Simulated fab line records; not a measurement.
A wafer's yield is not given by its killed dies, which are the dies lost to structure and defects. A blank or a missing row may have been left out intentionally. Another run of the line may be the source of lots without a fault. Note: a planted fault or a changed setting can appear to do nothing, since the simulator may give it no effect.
What tool caused it? / flow nand harc / Sampling: 24 lots, 72 wafers, 6 of 1159 route steps

== WHAT EACH GAUGE READ, for each wafer ==
NHARC_P_M0_CD_MEAS_16. Usual: 90.2 nm for cd nm, sd 1.1.
lot=L075; measured=day 6 08:22; on=cd sem-01; cd nm (nm)=89.6 89.2 88.5; flag=
lot=L074; measured=day 6 10:24; on=cd sem-03; cd nm (nm)=90.8 90.4 91.4; flag=
lot=L076; measured=day 6 17:37; on=cd sem-03; cd nm (nm)=90.4 90.2 91.0; flag=
lot=L078; measured=day 6 21:10; on=cd sem-03; cd nm (nm)=90.4 89.0 90.0; flag=
lot=L077; measured=day 6 21:43; on=cd sem-01; cd nm (nm)=89.6 88.2 87.8; flag=
lot=L079; measured=day 7 01:32; on=cd sem-01; cd nm (nm)=90.5 91.2 90.5; flag=
lot=L080; measured=day 7 06:34; on=cd sem-03; cd nm (nm)=88.7 90.0 91.3; flag=
lot=L081; measured=day 7 15:23; on=cd sem-03; cd nm (nm)=91.2 90.8 88.8; flag=
lot=L082; measured=day 8 02:23; on=cd sem-01; cd nm (nm)=90.1 90.7 90.0; flag=
lot=L083; measured=day 8 05:30; on=cd sem-03; cd nm (nm)=89.5 89.8 89.0; flag=
lot=L084; measured=day 8 08:47; on=cd sem-01; cd nm (nm)=90.8 90.5 91.9; flag=
lot=L088; measured=day 8 21:36; on=cd sem-01; cd nm (nm)=90.1 90.1 89.7; flag=
lot=L087; measured=day 9 02:56; on=cd sem-01; cd nm (nm)=89.4 89.7 91.2; flag=
lot=L086; measured=day 9 03:36; on=cd sem-02; cd nm (nm)=91.0 89.7 90.4; flag=
lot=L085; measured=day 9 05:01; on=cd sem-01; cd nm (nm)=88.8 87.9 88.2; flag=
lot=L089; measured=day 9 14:26; on=cd sem-01; cd nm (nm)=89.8 88.6 91.7; flag=
lot=L090; measured=day 9 22:37; on=cd sem-01; cd nm (nm)=89.2 90.2 89.9; flag=
lot=L091; measured=day 9 22:56; on=cd sem-01; cd nm (nm)=91.3 88.8 90.0; flag=
lot=L093; measured=day 10 13:44; on=cd sem-01; cd nm (nm)=91.7 90.8 91.0; flag=
lot=L092; measured=day 10 18:48; on=cd sem-02; cd nm (nm)=92.2 92.2 89.3; flag=
lot=L094; measured=day 10 19:17; on=cd sem-03; cd nm (nm)=89.9 89.3 90.2; flag=
lot=L096; measured=day 11 03:03; on=cd sem-03; cd nm (nm)=90.7 91.6 90.5; flag=
lot=L095; measured=day 11 03:31; on=cd sem-02; cd nm (nm)=91.0 90.6 91.7; flag=
lot=L097; measured=day 11 11:17; on=cd sem-01; cd nm (nm)=89.6 90.7 89.3; flag=

NHARC_P_BONDPAD_CD_MEAS_09: target cd 500 nm. Usual: 501.2 nm for cd nm, sd 2.4.
lot=L075; measured=day 6 20:49; on=cd sem-03; cd nm (nm)=500.6 502.1 499.0; flag=
lot=L074; measured=day 6 22:55; on=cd sem-02; cd nm (nm)=505.8 499.7 496.9; flag=
lot=L076; measured=day 7 06:16; on=cd sem-01; cd nm (nm)=504.8 499.1 502.8; flag=
lot=L078; measured=day 7 10:04; on=cd sem-02; cd nm (nm)=500.1 506.1 500.0; flag=
lot=L077; measured=day 7 10:27; on=cd sem-02; cd nm (nm)=499.0 501.6 505.0; flag=
lot=L079; measured=day 7 15:02; on=cd sem-01; cd nm (nm)=500.3 503.4 503.8; flag=
lot=L080; measured=day 7 19:13; on=cd sem-01; cd nm (nm)=499.4 501.0 501.7; flag=
lot=L081; measured=day 8 04:41; on=cd sem-01; cd nm (nm)=504.1 506.8 504.5; flag=
lot=L082; measured=day 8 14:53; on=cd sem-02; cd nm (nm)=505.4 502.0 501.1; flag=
lot=L083; measured=day 8 18:17; on=cd sem-02; cd nm (nm)=502.3 503.0 502.8; flag=
lot=L084; measured=day 8 21:19; on=cd sem-02; cd nm (nm)=503.3 502.1 501.5; flag=
lot=L088; measured=day 9 10:32; on=cd sem-02; cd nm (nm)=501.3 498.7 501.3; flag=
lot=L087; measured=day 9 15:45; on=cd sem-01; cd nm (nm)=498.7 498.4 499.1; flag=
lot=L086; measured=day 9 16:13; on=cd sem-01; cd nm (nm)=500.8 501.3 498.3; flag=
lot=L085; measured=day 9 17:24; on=cd sem-03; cd nm (nm)=504.0 502.7 504.5; flag=
lot=L089; measured=day 10 03:42; on=cd sem-01; cd nm (nm)=507.0 500.6 504.9; flag=
lot=L090; measured=day 10 11:00; on=cd sem-03; cd nm (nm)=495.5 500.0 499.5; flag=
lot=L091; measured=day 10 12:22; on=cd sem-03; cd nm (nm)=500.7 500.9 501.7; flag=
lot=L093; measured=day 11 02:30; on=cd sem-03; cd nm (nm)=500.4 497.9 501.6; flag=
lot=L092; measured=day 11 07:25; on=cd sem-03; cd nm (nm)=504.4 502.2 502.1; flag=
lot=L094; measured=day 11 08:14; on=cd sem-02; cd nm (nm)=500.3 498.5 500.4; flag=
lot=L096; measured=day 11 16:33; on=cd sem-02; cd nm (nm)=505.3 501.6 500.9; flag=
lot=L095; measured=day 11 16:38; on=cd sem-02; cd nm (nm)=498.7 498.2 497.3; flag=
lot=L097; measured=day 11 23:22; on=cd sem-01; cd nm (nm)=500.8 499.1 500.1; flag=

== WHICH TOOL RAN EACH LOT (tool, then ch and the chambers of the sampled wafers, then the start) ==
lot=L075; NHARC_P_M1_PRE_CLEAN_30=pvd sputter-02, day 6 14:17 or earlier; NHARC_P_M1_CMP_23=cmp-03 ch 2,3, day 6 14:17; NHARC_P_M1_DEP_33=pecvd-02 ch 0,2, day 6 14:55; NHARC_P_M2_PRE_CLEAN_30=pvd sputter-01, day 6 20:49 or earlier
lot=L074; NHARC_P_M1_PRE_CLEAN_30=pvd sputter-01, day 6 16:29 or earlier; NHARC_P_M1_CMP_23=cmp-01 ch 0,2, day 6 16:29; NHARC_P_M1_DEP_33=pecvd-01 ch 0,1,2, day 6 17:04; NHARC_P_M2_PRE_CLEAN_30=pvd sputter-01, day 6 22:55 or earlier
lot=L076; NHARC_P_M1_PRE_CLEAN_30=pvd sputter-03, day 6 23:47 or earlier; NHARC_P_M1_CMP_23=cmp-03 ch 0,1,2, day 6 23:47; NHARC_P_M1_DEP_33=pecvd-02 ch 0,1,2, day 7 00:26; NHARC_P_M2_PRE_CLEAN_30=pvd sputter-01, day 7 06:16 or earlier
lot=L078; NHARC_P_M1_PRE_CLEAN_30=pvd sputter-02, day 7 02:57 or earlier; NHARC_P_M1_CMP_23=cmp-04 ch 0,2, day 7 02:57; NHARC_P_M1_DEP_33=pecvd-01 ch 1,2, day 7 03:37; NHARC_P_M2_PRE_CLEAN_30=pvd sputter-01, day 7 10:04 or earlier
lot=L077; NHARC_P_M1_PRE_CLEAN_30=pvd sputter-02, day 7 03:40 or earlier; NHARC_P_M1_CMP_23=cmp-03 ch 0,1, day 7 03:40; NHARC_P_M1_DEP_33=pecvd-02 ch 0,2, day 7 04:20; NHARC_P_M2_PRE_CLEAN_30=pvd sputter-03, day 7 10:27 or earlier
lot=L079; NHARC_P_M1_PRE_CLEAN_30=pvd sputter-01, day 7 08:02 or earlier; NHARC_P_M1_CMP_23=cmp-01 ch 0,2,3, day 7 08:02; NHARC_P_M1_DEP_33=pecvd-01 ch 0,1,2, day 7 08:42; NHARC_P_M2_PRE_CLEAN_30=pvd sputter-01, day 7 15:02 or earlier
lot=L080; NHARC_P_M1_PRE_CLEAN_30=pvd sputter-03, day 7 12:38 or earlier; NHARC_P_M1_CMP_23=cmp-04 ch 0,1, day 7 12:38; NHARC_P_M1_DEP_33=pecvd-01 ch 0,1,2, day 7 13:27; NHARC_P_M2_PRE_CLEAN_30=pvd sputter-03, day 7 19:13 or earlier
lot=L081; NHARC_P_M1_PRE_CLEAN_30=pvd sputter-02, day 7 21:54 or earlier; NHARC_P_M1_CMP_23=cmp-03 ch 0,1,2, day 7 21:54; NHARC_P_M1_DEP_33=pecvd-02 ch 0,1, day 7 22:28; NHARC_P_M2_PRE_CLEAN_30=pvd sputter-03, day 8 04:41 or earlier
lot=L082; NHARC_P_M1_PRE_CLEAN_30=pvd sputter-02, day 8 08:17 or earlier; NHARC_P_M1_CMP_23=cmp-03 ch 0,1,2, day 8 08:17; NHARC_P_M1_DEP_33=pecvd-02 ch 0,1, day 8 08:56; NHARC_P_M2_PRE_CLEAN_30=pvd sputter-02, day 8 14:53 or earlier
lot=L083; NHARC_P_M1_PRE_CLEAN_30=pvd sputter-02, day 8 11:21 or earlier; NHARC_P_M1_CMP_23=cmp-03 ch 0,2, day 8 11:21; NHARC_P_M1_DEP_33=pecvd-02 ch 0,1,2, day 8 12:02; NHARC_P_M2_PRE_CLEAN_30=pvd sputter-03, day 8 18:17 or earlier
lot=L084; NHARC_P_M1_PRE_CLEAN_30=pvd sputter-01, day 8 14:52 or earlier; NHARC_P_M1_CMP_23=cmp-04 ch 1,2, day 8 14:52; NHARC_P_M1_DEP_33=pecvd-04 ch 0,1,2, day 8 15:32; NHARC_P_M2_PRE_CLEAN_30=pvd sputter-01, day 8 21:19 or earlier
lot=L088; NHARC_P_M1_PRE_CLEAN_30=pvd sputter-02, day 9 03:24 or earlier; NHARC_P_M1_CMP_23=cmp-01 ch 0,1, day 9 03:24; NHARC_P_M1_DEP_33=pecvd-01 ch 1,2, day 9 04:08; NHARC_P_M2_PRE_CLEAN_30=pvd sputter-02, day 9 10:32 or earlier
lot=L087; NHARC_P_M1_PRE_CLEAN_30=pvd sputter-03, day 9 08:57 or earlier; NHARC_P_M1_CMP_23=cmp-04 ch 1,3, day 9 08:57; NHARC_P_M1_DEP_33=pecvd-01 ch 1,2, day 9 09:50; NHARC_P_M2_PRE_CLEAN_30=pvd sputter-02, day 9 15:45 or earlier
lot=L086; NHARC_P_M1_PRE_CLEAN_30=pvd sputter-02, day 9 09:34 or earlier; NHARC_P_M1_CMP_23=cmp-03 ch 0,2,3, day 9 09:34; NHARC_P_M1_DEP_33=pecvd-02 ch 1,2, day 9 10:09; NHARC_P_M2_PRE_CLEAN_30=pvd sputter-03, day 9 16:13 or earlier
lot=L085; NHARC_P_M1_PRE_CLEAN_30=pvd sputter-03, day 9 10:52 or earlier; NHARC_P_M1_CMP_23=cmp-03 ch 0,1, day 9 10:52; NHARC_P_M1_DEP_33=pecvd-01 ch 0,1, day 9 11:29; NHARC_P_M2_PRE_CLEAN_30=pvd sputter-03, day 9 17:24 or earlier
lot=L089; NHARC_P_M1_PRE_CLEAN_30=pvd sputter-03, day 9 20:56 or earlier; NHARC_P_M1_CMP_23=cmp-03 ch 0,1,3, day 9 20:56; NHARC_P_M1_DEP_33=pecvd-02 ch 0,1, day 9 21:38; NHARC_P_M2_PRE_CLEAN_30=pvd sputter-01, day 10 03:42 or earlier
lot=L090; NHARC_P_M1_PRE_CLEAN_30=pvd sputter-03, day 10 04:40 or earlier; NHARC_P_M1_CMP_23=cmp-01 ch 0,1,2, day 10 04:40; NHARC_P_M1_DEP_33=pecvd-04 ch 0,2, day 10 05:17; NHARC_P_M2_PRE_CLEAN_30=pvd sputter-03, day 10 11:00 or earlier
lot=L091; NHARC_P_M1_PRE_CLEAN_30=pvd sputter-03, day 10 05:53 or earlier; NHARC_P_M1_CMP_23=cmp-01 ch 0,2, day 10 05:53; NHARC_P_M1_DEP_33=pecvd-01 ch 0,1, day 10 06:28; NHARC_P_M2_PRE_CLEAN_30=pvd sputter-02, day 10 12:22 or earlier
lot=L093; NHARC_P_M1_PRE_CLEAN_30=pvd sputter-01, day 10 20:09 or earlier; NHARC_P_M1_CMP_23=cmp-01 ch 0,2,3, day 10 20:09; NHARC_P_M1_DEP_33=pecvd-01 ch 0,1,2, day 10 20:44; NHARC_P_M2_PRE_CLEAN_30=pvd sputter-02, day 11 02:30 or earlier
lot=L092; NHARC_P_M1_PRE_CLEAN_30=pvd sputter-03, day 11 00:40 or earlier; NHARC_P_M1_CMP_23=cmp-04 ch 0,3, day 11 00:40; NHARC_P_M1_DEP_33=pecvd-04 ch 0,2, day 11 01:15; NHARC_P_M2_PRE_CLEAN_30=pvd sputter-01, day 11 07:25 or earlier
lot=L094; NHARC_P_M1_PRE_CLEAN_30=pvd sputter-03, day 11 01:14 or earlier; NHARC_P_M1_CMP_23=cmp-03 ch 2,3, day 11 01:14; NHARC_P_M1_DEP_33=pecvd-04 ch 0,2, day 11 02:00; NHARC_P_M2_PRE_CLEAN_30=pvd sputter-02, day 11 08:14 or earlier
lot=L096; NHARC_P_M1_PRE_CLEAN_30=pvd sputter-02, day 11 09:47 or earlier; NHARC_P_M1_CMP_23=cmp-01 ch 1,2, day 11 09:47; NHARC_P_M1_DEP_33=pecvd-02 ch 0,2, day 11 10:29; NHARC_P_M2_PRE_CLEAN_30=pvd sputter-03, day 11 16:33 or earlier
lot=L095; NHARC_P_M1_PRE_CLEAN_30=pvd sputter-03, day 11 10:04 or earlier; NHARC_P_M1_CMP_23=cmp-04 ch 0,1,2, day 11 10:04; NHARC_P_M1_DEP_33=pecvd-01 ch 0,1,2, day 11 10:44; NHARC_P_M2_PRE_CLEAN_30=pvd sputter-02, day 11 16:38 or earlier
lot=L097; NHARC_P_M1_PRE_CLEAN_30=pvd sputter-03, day 11 17:07 or earlier; NHARC_P_M1_CMP_23=cmp-01 ch 0,1,3, day 11 17:07; NHARC_P_M1_DEP_33=pecvd-01 ch 0,1, day 11 17:43; NHARC_P_M2_PRE_CLEAN_30=pvd sputter-03, day 11 23:22 or earlier
- NHARC_P_M1_PRE_CLEAN_30: time 30 s.
- NHARC_P_M1_CMP_23: polishes, t overpolish 20 s, target thk 157.82 nm.
- NHARC_P_M1_DEP_33: deposits SiCN, target thk 30 nm.
- NHARC_P_M2_PRE_CLEAN_30: time 30 s.

== AS READ BY THE TOOLS THEMSELVES (means over the sampled wafers that have a number; for cases with no such wafer, the mark the record gives instead) ==
NHARC_P_M1_PRE_CLEAN_30. Usual: 380 W for heater power w, sd 35.
lot=L075; tool=pvd sputter-02; heater power w (W)=393; flag=
lot=L074; tool=pvd sputter-01; heater power w (W)=342; flag=
lot=L076; tool=pvd sputter-03; heater power w (W)=384; flag=
lot=L078; tool=pvd sputter-02; heater power w (W)=375; flag=
lot=L077; tool=pvd sputter-02; heater power w (W)=377; flag=
lot=L079; tool=pvd sputter-01; heater power w (W)=391; flag=
lot=L080; tool=pvd sputter-03; heater power w (W)=379; flag=
lot=L081; tool=pvd sputter-02; heater power w (W)=363; flag=
lot=L082; tool=pvd sputter-02; heater power w (W)=372; flag=
lot=L083; tool=pvd sputter-02; heater power w (W)=367; flag=
lot=L084; tool=pvd sputter-01; heater power w (W)=352; flag=
lot=L088; tool=pvd sputter-02; heater power w (W)=402; flag=
lot=L087; tool=pvd sputter-03; heater power w (W)=388; flag=
lot=L086; tool=pvd sputter-02; heater power w (W)=377; flag=
lot=L085; tool=pvd sputter-03; heater power w (W)=387; flag=
lot=L089; tool=pvd sputter-03; heater power w (W)=405; flag=
lot=L090; tool=pvd sputter-03; heater power w (W)=387; flag=
lot=L091; tool=pvd sputter-03; heater power w (W)=387; flag=
lot=L093; tool=pvd sputter-01; heater power w (W)=343; flag=
lot=L092; tool=pvd sputter-03; heater power w (W)=395; flag=
lot=L094; tool=pvd sputter-03; heater power w (W)=377; flag=
lot=L096; tool=pvd sputter-02; heater power w (W)=378; flag=
lot=L095; tool=pvd sputter-03; heater power w (W)=372; flag=
lot=L097; tool=pvd sputter-03; heater power w (W)=379; flag=

NHARC_P_M1_CMP_23. Usual: motor current A 12.0 A, standard deviation 1.4; time to endpoint s 29 s, standard deviation 3.5.
lot=L075; tool=cmp-03; motor current A (A)=13.2; time to endpoint s (s)=28; flag=
lot=L074; tool=cmp-01; motor current A (A)=11.7; time to endpoint s (s)=30; flag=
lot=L076; tool=cmp-03; motor current A (A)=11.5; time to endpoint s (s)=29; flag=
lot=L078; tool=cmp-04; motor current A (A)=13.5; time to endpoint s (s)=28; flag=
lot=L077; tool=cmp-03; motor current A (A)=11.2; time to endpoint s (s)=29; flag=
lot=L079; tool=cmp-01; motor current A (A)=11.2; time to endpoint s (s)=29; flag=
lot=L080; tool=cmp-04; motor current A (A)=13.1; time to endpoint s (s)=33; flag=
lot=L081; tool=cmp-03; motor current A (A)=11.5; time to endpoint s (s)=26; flag=
lot=L082; tool=cmp-03; motor current A (A)=11.5; time to endpoint s (s)=27; flag=
lot=L083; tool=cmp-03; motor current A (A)=12.1; time to endpoint s (s)=26; flag=
lot=L084; tool=cmp-04; motor current A (A)=13.1; time to endpoint s (s)=28; flag=
lot=L088; tool=cmp-01; motor current A (A)=12.1; time to endpoint s (s)=30; flag=
lot=L087; tool=cmp-04; motor current A (A)=11.0; time to endpoint s (s)=36; flag=
lot=L086; tool=cmp-03; motor current A (A)=12.7; time to endpoint s (s)=28; flag=
lot=L085; tool=cmp-03; motor current A (A)=10.9; time to endpoint s (s)=28; flag=
lot=L089; tool=cmp-03; motor current A (A)=12.2; time to endpoint s (s)=29; flag=
lot=L090; tool=cmp-01; motor current A (A)=11.7; time to endpoint s (s)=31; flag=
lot=L091; tool=cmp-01; motor current A (A)=11.4; time to endpoint s (s)=33; flag=
lot=L093; tool=cmp-01; motor current A (A)=11.4; time to endpoint s (s)=32; flag=
lot=L092; tool=cmp-04; motor current A (A)=11.9; time to endpoint s (s)=34; flag=
lot=L094; tool=cmp-03; motor current A (A)=13.4; time to endpoint s (s)=25; flag=
lot=L096; tool=cmp-01; motor current A (A)=10.7; time to endpoint s (s)=32; flag=
lot=L095; tool=cmp-04; motor current A (A)=12.7; time to endpoint s (s)=31; flag=
lot=L097; tool=cmp-01; motor current A (A)=11.7; time to endpoint s (s)=29; flag=

NHARC_P_M1_DEP_33. Usual: chamber pressure Torr 3.000 Torr, standard deviation 0.0067; heater power w 577 W, standard deviation 71.
lot=L075; tool=pecvd-02; chamber pressure Torr (Torr)=2.997; heater power w (W)=562; flag=
lot=L074; tool=pecvd-01; chamber pressure Torr (Torr)=2.998; heater power w (W)=568; flag=
lot=L076; tool=pecvd-02; chamber pressure Torr (Torr)=2.998; heater power w (W)=585; flag=
lot=L078; tool=pecvd-01; chamber pressure Torr (Torr)=3.007; heater power w (W)=562; flag=
lot=L077; tool=pecvd-02; chamber pressure Torr (Torr)=2.999; heater power w (W)=562; flag=
lot=L079; tool=pecvd-01; chamber pressure Torr (Torr)=3.004; heater power w (W)=575; flag=
lot=L080; tool=pecvd-01; chamber pressure Torr (Torr)=3.001; heater power w (W)=603; flag=
lot=L081; tool=pecvd-02; chamber pressure Torr (Torr)=3.006; heater power w (W)=627; flag=
lot=L082; tool=pecvd-02; chamber pressure Torr (Torr)=3.002; heater power w (W)=627; flag=
lot=L083; tool=pecvd-02; chamber pressure Torr (Torr)=3.004; heater power w (W)=631; flag=
lot=L084; tool=pecvd-04; chamber pressure Torr (Torr)=3.005; heater power w (W)=589; flag=
lot=L088; tool=pecvd-01; chamber pressure Torr (Torr)=2.999; heater power w (W)=498; flag=
lot=L087; tool=pecvd-01; chamber pressure Torr (Torr)=2.997; heater power w (W)=531; flag=
lot=L086; tool=pecvd-02; chamber pressure Torr (Torr)=3.003; heater power w (W)=618; flag=
lot=L085; tool=pecvd-01; chamber pressure Torr (Torr)=3.002; heater power w (W)=584; flag=
lot=L089; tool=pecvd-02; chamber pressure Torr (Torr)=3.007; heater power w (W)=664; flag=
lot=L090; tool=pecvd-04; chamber pressure Torr (Torr)=3.000; heater power w (W)=511; flag=
lot=L091; tool=pecvd-01; chamber pressure Torr (Torr)=3.004; heater power w (W)=589; flag=
lot=L093; tool=pecvd-01; chamber pressure Torr (Torr)=2.998; heater power w (W)=545; flag=
lot=L092; tool=pecvd-04; chamber pressure Torr (Torr)=3.010; heater power w (W)=486; flag=
lot=L094; tool=pecvd-04; chamber pressure Torr (Torr)=3.001; heater power w (W)=525; flag=
lot=L096; tool=pecvd-02; chamber pressure Torr (Torr)=3.001; heater power w (W)=531; flag=
lot=L095; tool=pecvd-01; chamber pressure Torr (Torr)=2.994; heater power w (W)=556; flag=
lot=L097; tool=pecvd-01; chamber pressure Torr (Torr)=2.997; heater power w (W)=541; flag=

NHARC_P_M2_PRE_CLEAN_30. Usual: 380 W for heater power w, sd 43.
lot=L075; tool=pvd sputter-01; heater power w (W)=342; flag=
lot=L074; tool=pvd sputter-01; heater power w (W)=447; flag=
lot=L076; tool=pvd sputter-01; heater power w (W)=385; flag=
lot=L078; tool=pvd sputter-01; heater power w (W)=382; flag=
lot=L077; tool=pvd sputter-03; heater power w (W)=392; flag=
lot=L079; tool=pvd sputter-01; heater power w (W)=339; flag=
lot=L080; tool=pvd sputter-03; heater power w (W)=381; flag=
lot=L081; tool=pvd sputter-03; heater power w (W)=380; flag=
lot=L082; tool=pvd sputter-02; heater power w (W)=366; flag=
lot=L083; tool=pvd sputter-03; heater power w (W)=392; flag=
lot=L084; tool=pvd sputter-01; heater power w (W)=397; flag=
lot=L088; tool=pvd sputter-02; heater power w (W)=363; flag=
lot=L087; tool=pvd sputter-02; heater power w (W)=386; flag=
lot=L086; tool=pvd sputter-03; heater power w (W)=387; flag=
lot=L085; tool=pvd sputter-03; heater power w (W)=383; flag=
lot=L089; tool=pvd sputter-01; heater power w (W)=459; flag=
lot=L090; tool=pvd sputter-03; heater power w (W)=395; flag=
lot=L091; tool=pvd sputter-02; heater power w (W)=360; flag=
lot=L093; tool=pvd sputter-02; heater power w (W)=368; flag=
lot=L092; tool=pvd sputter-01; heater power w (W)=407; flag=
lot=L094; tool=pvd sputter-02; heater power w (W)=353; flag=
lot=L096; tool=pvd sputter-03; heater power w (W)=371; flag=
lot=L095; tool=pvd sputter-02; heater power w (W)=389; flag=
lot=L097; tool=pvd sputter-03; heater power w (W)=373; flag=

== THE ANSWER, worked out from the rows above alone ==
Rule: a lot counts as off when the mean over its wafers that have a number is more than 3 standard deviations away from the usual mean. Also off: a lot with no number at a reading for which 4 or more lots have one. Where the step has rows for the other lots, those lots are counted as sound. After the gauges, taken in route order, come the tools' own readings; for these a lot's mean is taken, as printed above. At the first step where some lot is off, the reading lying furthest off is the one used; lots without a number count as furthest.
Across all readings shown, no lot is off: no conclusion can be drawn from this.

== WHAT THE SIMULATOR PUT IN ==
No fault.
